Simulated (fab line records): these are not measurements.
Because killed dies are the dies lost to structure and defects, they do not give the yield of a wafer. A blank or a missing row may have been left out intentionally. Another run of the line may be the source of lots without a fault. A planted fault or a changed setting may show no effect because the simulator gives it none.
Matching of chambers | flow n5 finfet | 3 sister chambers for N5_BEOL_M5_CO_CAP_78 on cvd co-02
The step material Co, precursor CCTBA/H2, target thk 2 nm, time 102.1 s. 6 wafers are shown with their chamber, then 12 later ones without.

## WAFERS PAIRED WITH THEIR CHAMBERS
wafer  | chamber | heater power w (W)
L085.3 | 1       | 232
L086.5 | 0       | 217
L086.6 | 2       | 249
L091.2 | 0       | 213
L091.3 | 1       | 234
L091.6 | 2       | 256

## WAFERS WHOSE CHAMBER IS MISSING
wafer  | heater power w (W)
L090.3 | 232
L090.4 | 216
L090.5 | 236
L092.1 | 222
L092.2 | 251
L092.5 | 215
L094.1 | 248
L094.2 | 212
L094.4 | 219
L096.2 | 235
L096.5 | 215
L096.6 | 234

## EACH ONE'S CHAMBER
wafer  | from the rows above     | in truth
L090.3 | 1                       | 1
L090.4 | 0                       | 0
L090.5 | 1                       | 1
L092.1 | can't be placed: 0 or 1 | 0
L092.2 | 2                       | 2
L092.5 | 0                       | 0
L094.1 | 2                       | 2
L094.2 | 0                       | 0
L094.4 | 0                       | 0
L096.2 | 1                       | 1
L096.5 | 0                       | 0
L096.6 | 1                       | 1
Placed correctly: 11 of 12. Unplaceable from these rows: 1, with the true chamber sitting among the candidates in 1. Placed wrongly: 0.
How it was worked out, from the rows above alone: a wafer's distance from a chamber is the root of the sum, over the readings, of the square of ((its reading less the chamber's mean) divided by the reading's scatter). The wafer belongs to the nearest chamber; if the next one is less than 2 further off, it can't be placed. Each chamber's mean is taken over the wafers shown for it. The scatter: take each reading less its chamber's mean, square it, sum over the shown wafers, divide by the number of wafers less the number of chambers, and take the root.
